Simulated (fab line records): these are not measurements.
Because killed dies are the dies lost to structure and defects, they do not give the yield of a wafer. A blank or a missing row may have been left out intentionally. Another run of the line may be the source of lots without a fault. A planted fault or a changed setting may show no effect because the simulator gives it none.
8D (eight disciplines) problem report, filled in by code + flow n5_finfet + the parts of the form that need people (team, actions taken, sign-off) are left out

## 1. THE PROBLEM
Mean of etch_rf_on_time_s at N5_BEOL_M9_ETCH_61: 99.6 s across 5 wafers in 3 lots; on wafers with no fault it is 65.7 s (standard deviation 2). That puts it +17 standard deviations away from the usual mean.
The step: etches SiARC in CF4, target depth 39 nm, time 65 s.
First seen on wafer L799.1, day 15 00:21, on rie_diel-05. The record has a number at this step for 33 wafers belonging to 13 lots. Rule for "out", or "out of limits": more than 4 standard deviations from the usual mean. The other wafers with a number count as sound.

## 2. WHAT IT IS, AND WHAT IT ISN'T
| question                    | is                                     | is not                                                                          |
|-----------------------------|----------------------------------------|---------------------------------------------------------------------------------|
| which readings at this step | etch_rf_on_time_s                      | drypump_motor_current_A, rf_vpp_V, showerhead_plenum_p_Torr, throttle_valve_pct |
| which lots                  | L799, L802, L805                       | L785, L787, L789, L792, L793, L794, L795, L796, L798, L804                      |
| which wafers of those lots  | L799.1, L799.5, L802.1, L805.1, L805.5 | L802.2                                                                          |
| read on which tools         | rie_diel-05                            | rie_diel-04, rie_diel-06                                                        |
| when                        | from day 15 00:21                      | up to then (24 sound wafers); but 4 sound wafers of L802, L804 came after       |

## 3. THE SUSPECTS, EACH WITH WHAT RULES IT OUT
Counting: if a tool at a process step up to the reading ran every lot that is out, it stays a suspect. Sound lots after the first of them don't rule it out here, since some wafers of a struck lot are sound.
- rie_diel-05 at N5_BEOL_M9_ETCH_61 (etches SiARC in CF4, target depth 39 nm, time 65 s): kept. It processed each lot that is out (first: L799, day 15 00:21); up to then, its last sound lot is L798 (day 13 14:27). Its own etch_rf_on_time_s readings are out on those wafers.
After counting, what remains is rie_diel-05 at N5_BEOL_M9_ETCH_61.

## 4. THE CAUSE (what the simulator had put in)
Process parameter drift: rie_diel-05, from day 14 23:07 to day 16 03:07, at N5_BEOL_M9_ETCH_61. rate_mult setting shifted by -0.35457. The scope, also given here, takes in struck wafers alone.
Counting left only this tool.

## 5. SEQUENCE OF EFFECTS, ordered by route
One row per reading whose mean, taken over the struck wafers that have a number, lies over 3 standard deviations from the usual. Readings are gone through only where the record gives a usual standard deviation; hours: the median, over the lots, of the time from a lot's start at the first step in this table giving one to that lot's start at this step; sigmas: the change measured in usual standard deviations.
| hours | step               | reading           | usual  | on struck wafers | change | sigmas |
|-------|--------------------|-------------------|--------|------------------|--------|--------|
| 0     | N5_BEOL_M9_ETCH_61 | etch_rf_on_time_s | 65.7 s | 99.6             | +33.9  | +17    |
Process steps it contains:
- N5_BEOL_M9_ETCH_61: etches SiARC in CF4, target depth 39 nm, time 65 s.
Later steps that measure or inspect, where all struck wafers having a row at the step show a number for every such reading and not one has moved that far: N5_BEOL_M9_CD_MEAS_18.

## 6. HOW IT WOULD HAVE BEEN CAUGHT EARLIER
In this record the first reading out of limits was taken at day 15 00:21, 1 hour after the fault began at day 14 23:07.
